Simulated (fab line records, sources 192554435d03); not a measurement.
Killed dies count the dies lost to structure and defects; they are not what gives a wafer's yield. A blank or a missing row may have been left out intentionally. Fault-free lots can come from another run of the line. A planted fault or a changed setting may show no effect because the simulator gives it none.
fab line records	flow n5Finfet
[record] lots = 3	wafers = 9	lastDay = 17
route steps=1938 shown BEOL_M4@1031 PASSIVATION@1936
lots that met no fault: from a run of the same line without faults
startH: hours from the record's first day to the start of the lot's first wafer shown	waitH: hours since the lot's step before	" repeats the value in the row above	L1.1+2: one row covering several wafers at once	- no value present, or no start provided	* or withheld: withheld	< > ~ a bound
route shown NAME@n: NAME is a module with steps in the file, n the number in the route of the first one	usual: mean and standard deviation over wafers with no fault	same: alike in all rows	chamber/n: place in a boat	sites: each site's reading	_std_site: how widely they spread, as a standard deviation	_edge_site: the outer-site mean with the inner-site mean subtracted	radiusMm: how far each site lies from the wafer's centre	mask NAME#n: copy n	behind: tool/chamber where the wafer was last shaped	hold: what put the lot on hold/how long, in hours/how the hold closed	device: names the non-switching transistor (n, p or np)	end of line: tests of these same wafers at the route's end	for a step that has no rows: nothing shown but its recipe	killed: count of dies lost to structure and defects at first sort (not the wafer's yield)	map: dies across one wafer; x = killed, . = not, _ = none there
set.NAME: the setting as run; set.NAME@STEP: as run at that earlier step	model.NAME: the simulator's own value behind a step, which no gauge read
a table for each step, a row for each wafer; lots at some steps of the route
services: a tool's chamber out of use, with start hour (startH, from the record's first day; less than 0 if before it), hours out, and reason
[[steps]]
[step N5_BEOL_M4_EXPOSE_08]
[recipe] maskId = M4	na = 0.33	sourceShape = dipole	sigmaInner = 0.369	sigmaOuter = 0.767	polarization = unpolarized	doseMj = 41.25
[step N5_BEOL_M4_PEB_09]
[recipe] pebTempC = 100	pebTimeS = 60	resist = CAR-EUV
[step N5_BEOL_M4_DEVELOP_10]
[recipe] developTimeS = 30	developer = TMAH	resist = CAR-EUV	rinseLiquid = surfactantRinse	dry = airSpin	devTempC = 23
[step N5_BEOL_M4_DESCUM_16]
[recipe] chemistry = O2	timeS = 7	sourcePowerW = 50	biasPowerW = 20	pressureMtorr = 20	rfFrequencyHz = 2.712e+07	tempC = 40	resist = CAR-EUV	o2FlowSccm = 225
[step N5_BEOL_M4_ETCH_74]
[recipe] chemistry = N2/H2	target = underlayer	targetDepthA = 65	maskMaterial = CAR-EUV	timeS = 5.2	ionEnergyEv = 200	pressureMtorr = 30	sourceW = 840	biasW = 150	n2FlowSccm = 200	h2FlowSccm = 200	ends = cleared
[step N5_BEOL_M4_ETCH_63]
[recipe] chemistry = CF4	target = SiARC	targetDepthA = 156	maskMaterial = CAR-EUV	timeS = 26	ionEnergyEv = 80	pressureMtorr = 40	sourceW = 545	biasW = 36	Ar_flow_sccm = 100	cf4FlowSccm = 100	ends = cleared
[step N5_BEOL_M4_ETCH_64]
[recipe] chemistry = N2/H2	target = SOC	targetDepthA = 750	overetchA = 225	maskMaterial = SiARC	tempC = 40	timeS = 121.9	ionEnergyEv = 200	pressureMtorr = 30	sourceW = 840	biasW = 150	n2FlowSccm = 200	h2FlowSccm = 200
[step N5_BEOL_M4_STRIP_65]
[recipe] chemistry = N2/H2	tempC = 40	n2FlowSccm = 200	h2FlowSccm = 200	rfFrequencyHz = 6e+07
[step N5_BEOL_M4_STRIP_75]
[recipe] chemistry = N2/H2	tempC = 40	n2FlowSccm = 200	h2FlowSccm = 200	rfFrequencyHz = 6e+07
[step N5_BEOL_M4_STRIP_66]
[recipe] chemistry = CF4	resist = SiARC	powerW = 300	biasPowerW = 75	pressureMtorr = 50	cf4FlowSccm = 150	rfFrequencyHz = 6e+07
[usual] drypumpMotorCurrentA = 5.6/0.48	oesProductAu = 0.78/0.082	powerW = 300.0/0.88	rfVppV = 271.6/1.3	showerheadPlenumPTorr = 1.81/0.053	throttleValvePct = 13.66/0.26
lot.wafer	tool	chamber	startH	waitH	drypumpMotorCurrentA	oesProductAu	powerW	rfHoursCounterH	rfVppV	showerheadPlenumPTorr	throttleValvePct
L384.2	rieDiel-01	3	229.31	0.0	5.3	0.69	299.6	222	272.2	1.84	14.05
L384.3	"	2	"	"	6.1	0.72	301.0	205	272.2	1.85	13.78
L384.4	"	1	"	"	5.9	0.89	299.6	25	269.9	1.76	13.41
L395.3	rieDiel-01	1	292.59	0.0	5.9	0.86	300.6	46	269.7	1.75	13.45
L395.5	"	1	"	"	6.0	0.86	299.1	-	271.2	1.75	13.44
L395.6	"	2	"	"	6.1	0.70	300.0	-	273.1	1.84	13.84
L396.1	rieDiel-05	3	294.32	0.0	5.7	0.79	299.9	94	273.8	1.88	13.34
L396.2	"	2	"	"	5.1	0.99	300.4	2	272.8	1.82	13.40
L396.3	"	1	"	"	5.7	0.75	299.1	140	272.6	1.88	13.83
[step N5_BEOL_M4_HM_OPEN_17]
[recipe] chemistry = Cl2/BCl3	targetDepthA = 200	overetchA = 60	target = TiN	maskMaterial = SOC	ionEnergyEv = 150	pressureMtorr = 10	icpW = 1000	biasW = 126	Cl2_flow_sccm = 53.25	bcl3FlowSccm = 21.75	Ar_flow_sccm = 25
[step N5_BEOL_M4_STRIP_19]
[recipe] chemistry = O2	powerW = 400	tempC = 40	pressureMtorr = 30	rfFrequencyHz = 6e+07	biasPowerW = 0	overashFraction = 0.2	o2FlowSccm = 225
[step N5_BEOL_M4_COAT_67]
[recipe] resist = SOC	tempC = 250	timeS = 60	spinRpm = 1500	resistThkNm = 60
[step N5_BEOL_M4_COAT_68]
[recipe] resist = SiARC	tempC = 220	timeS = 60	spinRpm = 1500	resistThkNm = 12
[step N5_BEOL_M4_COAT_76]
[recipe] resist = underlayer	tempC = 205	timeS = 60	spinRpm = 1500	resistThkNm = 5
[step N5_BEOL_M4_COAT_22]
[recipe] resist = CAR-EUV	spinRpm = 1500	resistThkNm = 30
[step N5_BEOL_M4_EBR_24]
[recipe] solvent = PGMEA	ebrWidthMm = 1.5
[step N5_BEOL_M4_SOFTBAKE_23]
[recipe] tempC = 110	timeS = 60	resist = CAR-EUV
[step N5_BEOL_M4_EXPOSE_25]
[recipe] maskId = V3	na = 0.33	sourceShape = quasar	sigmaInner = 0.2	sigmaOuter = 0.8	polarization = unpolarized	defocusNm = 5	doseMj = 63
[step N5_BEOL_M4_PEB_26]
[recipe] pebTempC = 100	pebTimeS = 60	resist = CAR-EUV
[step N5_BEOL_M4_DEVELOP_27]
[recipe] developTimeS = 30	developer = TMAH	resist = CAR-EUV	rinseLiquid = surfactantRinse	dry = airSpin	devTempC = 23
[step N5_BEOL_M4_DESCUM_33]
[recipe] chemistry = O2	timeS = 7	sourcePowerW = 50	biasPowerW = 20	pressureMtorr = 20	rfFrequencyHz = 2.712e+07	tempC = 40	resist = CAR-EUV	o2FlowSccm = 225
[step N5_BEOL_M4_ETCH_77]
[recipe] chemistry = N2/H2	target = underlayer	targetDepthA = 65	maskMaterial = CAR-EUV	timeS = 5.2	ionEnergyEv = 200	pressureMtorr = 30	sourceW = 840	biasW = 150	n2FlowSccm = 200	h2FlowSccm = 200	ends = cleared
[step N5_BEOL_M4_ETCH_69]
[recipe] chemistry = CF4	target = SiARC	targetDepthA = 156	maskMaterial = CAR-EUV	timeS = 26	ionEnergyEv = 80	pressureMtorr = 40	sourceW = 545	biasW = 36	Ar_flow_sccm = 100	cf4FlowSccm = 100	ends = cleared
[step N5_BEOL_M4_ALD_98]
[recipe] material = SiO2	targetThkA = 25	tempC = 100	aldPrecursorFamily = BDEAS	aldCoReactant = O2-plasma	pulseTimeS = 1	coReactantPulseTimeS = 1	purgeTimeS = 2	coReactantPurgeTimeS = 2	aldCycles = 17	pressureTorr = 2
[step N5_BEOL_M4_ETCHBACK_99]
[recipe] chemistry = CHF3	target = SiO2	targetDepthA = 50	timeS = 10.4	sourceW = 215	biasW = 47	Ar_flow_sccm = 200	CHF3_flow_sccm = 12	ionEnergyEv = 100	pressureMtorr = 30
[step N5_BEOL_M4_ETCH_70]
[recipe] chemistry = N2/H2	target = SOC	targetDepthA = 800	overetchA = 240	maskMaterial = SiARC	tempC = 40	timeS = 130	ionEnergyEv = 200	pressureMtorr = 30	sourceW = 840	biasW = 150	n2FlowSccm = 200	h2FlowSccm = 200
[step N5_BEOL_M4_STRIP_71]
[recipe] chemistry = N2/H2	tempC = 40	n2FlowSccm = 200	h2FlowSccm = 200	rfFrequencyHz = 6e+07
[step N5_BEOL_M4_STRIP_78]
[recipe] chemistry = N2/H2	tempC = 40	n2FlowSccm = 200	h2FlowSccm = 200	rfFrequencyHz = 6e+07
[step N5_BEOL_M4_VIA_ETCH_34]
[recipe] chemistry = C4F6/O2	targetDepthA = 694	maskMaterial = SOC	pressureMtorr = 15	ionEnergyEv = 250	taperDeg = 4	timeS = 65.9	sourceW = 350	biasW = 170	Ar_flow_sccm = 300	C4F6_flow_sccm = 10	O2_flow_sccm = 10
[step N5_BEOL_M4_STRIP_83]
[recipe] chemistry = C4F6/O2	resist = SiARC	rfFrequencyHz = 6e+07
[step N5_BEOL_M4_STRIP_36]
[recipe] chemistry = N2/H2	powerW = 450	tempC = 40	pressureMtorr = 20	rfFrequencyHz = 6e+07	overashFraction = 0.3	biasPowerW = 7	h2Frac = 0.5	n2FlowSccm = 200	h2FlowSccm = 200
[step N5_BEOL_M4_TRENCH_ETCH_37]
[recipe] chemistry = C4F6/O2	targetDepthA = 555.55	target = SiOC	timeS = 29.2	ionEnergyEv = 250	pressureMtorr = 30	sourceW = 355	biasW = 185	Ar_flow_sccm = 300	C4F6_flow_sccm = 10	O2_flow_sccm = 10
[step N5_BEOL_M4_ETCH_41]
[recipe] chemistry = CH3F/O2	target = SiCN	targetDepthA = 299	taperDeg = 2	timeS = 52.5	ionEnergyEv = 120	maskMaterial = TiN	pressureMtorr = 30	sourceW = 395	biasW = 75	Ar_flow_sccm = 150	CH3F_flow_sccm = 30	O2_flow_sccm = 20
[step N5_BEOL_M4_STRIP_97]
[recipe] chemistry = N2/H2	timeS = 10	powerW = 450	tempC = 40	pressureMtorr = 20	rfFrequencyHz = 6e+07	biasPowerW = 7	n2FlowSccm = 200	h2FlowSccm = 200
[step N5_PASSIVATION_PROBE_49]
[usual] defectLimitedYield = 91.3/1.5	killed_at_M0_to_M3 = 33/12	killed_at_M4_up = 13/5.2	killedAtContacts = 13/6.7	killedAtFrontEnd = 40/11	killedAtOther = 4.1/2.7	killedDies = 103/17	killedOpen = 69/13	killedShort = 33/8.4	sort_bin_5_function = 5.1/1	sort_bin_6_memory = 3.2/0.62	sortNPass = 1077/17	sortYieldPct = 91.3/1.5
[same] grossDies = 1180	killedAtBackSide = 0	sort_bin_4_leakage[%] = 0	sort_bin_8_speed[%] = 0
lot.wafer	tool	chamber	startH	waitH	defectLimitedYield[%]	killed_at_M0_to_M3	killed_at_M4_up	killedAtContacts	killedAtFrontEnd	killedAtOther	killedDies	killedOpen	killedShort	sort_bin_5_function[%]	sort_bin_6_memory[%]	sortNPass	sortYieldPct[%]
L384.2	prober-01	-	364.52	0.1	82.5	15	123	24	39	5	206	80	28	11.1	4.8	974	82.5
L384.3	prober-01	-	364.57	0.1	82.8	30	113	16	42	2	203	69	28	11.9	3.7	977	82.8
L384.4	prober-01	-	364.62	0.2	85.2	26	79	14	51	5	175	79	31	8.8	5.0	1005	85.2
// killed by level:class
L384.2 BEOL_M4:unspecified=97 MOL_CONTACT_COAG:geometricParticle:open=22 FIN_SAQP:geometricParticle:short=12 BEOL_M4:geometricParticle:open=12 STI_FIN_REVEAL:geometricParticle:open=8 FIN_SAQP:geometricParticle:open=7 BEOL_M1:geometricParticle:open=5 BEOL_M6:geometricParticle:open=5
L384.3 BEOL_M4:unspecified=105 MOL_CONTACT_COAG:geometricParticle:open=12 STI_FIN_REVEAL:geometricParticle:open=10 BEOL_M1:geometricParticle:open=9 FIN_SAQP:geometricParticle:open=7 DUMMY_GATE:geometricParticle:open=5 BEOL_M0_SAQP:geometricParticle:short=5 FIN_SAQP:geometricParticle:short=4
L384.4 BEOL_M4:unspecified=65 FIN_SAQP:geometricParticle:open=17 STI_FIN_REVEAL:geometricParticle:open=12 MOL_CONTACT_COAG:geometricParticle:open=12 FIN_SAQP:geometricParticle:short=10 BEOL_M1:geometricParticle:open=6 BEOL_M5:geometricParticle:open=6 BEOL_M2:geometricParticle:open=5
// map L384.2 (x killed, . not)
_________________...........x________________
______________...xx............._____________
___________.x.....xx.x.xx..........__________
__________..x...xx.xx.x.x.........x._________
________......xxxx.xxx.xx...........x._______
_______...x.x.xxxxxxxxxx.x.x..x.....x..______
______.........xxxxxxxxxxx.x..x........._____
_____.........xxxxxxxxxxxx..x.........x..____
____........x.xxxxxxxxxxxxx.x.........x...___
___....x.......xxxxxxxxxx.x.x..............__
___...........x.xxxxxxxx..............x....__
__.x.xx........xxxxxxxxxxx.................._
__.............x...xxxx.....x.....x........._
_...x....x.x....x...x.x..x..x................
_....xx................x........x............
_..........xx..........x.x...................
_x...........................x...............
_x..........................x............x...
_....x....x.x....x...........x...............
_...x.x...x................x....x.x.x...x.x..
_.x.x......x......x...........x..x...........
__....x..x........x.......................x._
__..........................xx.........x...._
___..........................x.............__
___..x..................xxx..............x.__
____................x.....x........x......___
_____...........x..........x.x...........____
______............x....................._____
_______............x...............x...______
________x....x..............x....x...x_______
__________................x.x.....x._________
___________.x...............x.x....__________
______________.x................_____________
_________________....x.......________________
// map L395.3 (x killed, . not)
_________________........x...________________
______________x..............x.._____________
___________....x...................__________
__________.......x....x............._________
________.x..................x......x.._______
_______.........................x......______
______.........x.....x.............x...._____
_____x.......x.......................x..x____
____..........x................x...x......___
___x.x.................x....x..............__
___........x..x..........xx...........x....__
__.............x.x..............x....x......_
__...........x........x................x...._
_.............x.xx.....x.......x...........x.
_.........x................................x.
_x..........................x.......x........
_x................x...x......xx.....x...x....
_x.....xx..........x...x......x.............x
_........xx...............x........x.........
_..x.......x.................x....x....xx....
_.x.........................................x
__....................x........x.x........x._
__.....................................x...._
___...........xxx..........................__
___.......x.....x..........................__
____..x............x.x....................___
_____..xxx....................x........x.____
______.......x............x............._____
_______.....x...x..x.......x........x..______
________.............................._______
__________x...x....x................_________
___________.x................x..x..__________
______________.................._____________
_________________x...........________________
[[services]]
tool	chamber	startH	hours	kind
rieDiel-05	1	208.51	1.2	repair
rieDiel-05	0	212.49	-	clean
rieDiel-05	0	212.49	-	consumableReplace:focusRing
rieDiel-05	0	212.49	26.6	scheduledDown
rieDiel-05	0	212.49	26.6	ventCycle
rieDiel-05	1	251.98	3.1	repair
rieDiel-05	2	263.06	-	clean
rieDiel-05	2	263.06	-	consumableReplace:focusRing
rieDiel-05	2	263.06	23.8	scheduledDown
rieDiel-05	2	263.06	23.8	ventCycle
rieDiel-01	2	285.88	1.5	repair
rieDiel-01	0	288.34	2.1	repair
[[key]]
[firstSign] step = N5_PASSIVATION_PROBE_49	reading = killed_at_M4_up	direction = up	sigmas = 18	usual = 13	struck = 105
[effect] step = N5_PASSIVATION_PROBE_49	reading = killedDies	direction = up	sigmas = 5.3	usual = 103	struck = 195
[moreKillsBornAt] N5_BEOL_M4_STRIP_66@rieDiel-01 = 267
metAt N5_BEOL_M4_STRIP_66
struckWafers L384.2,L384.3,L384.4
[fault] kind = chamberParticleSource	tool = rieDiel-01	chamber = -	onsetH = 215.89	steps = N5_BEOL_M4_STRIP_66	ratePerVisitCm2 = 0.48648	endH = 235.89
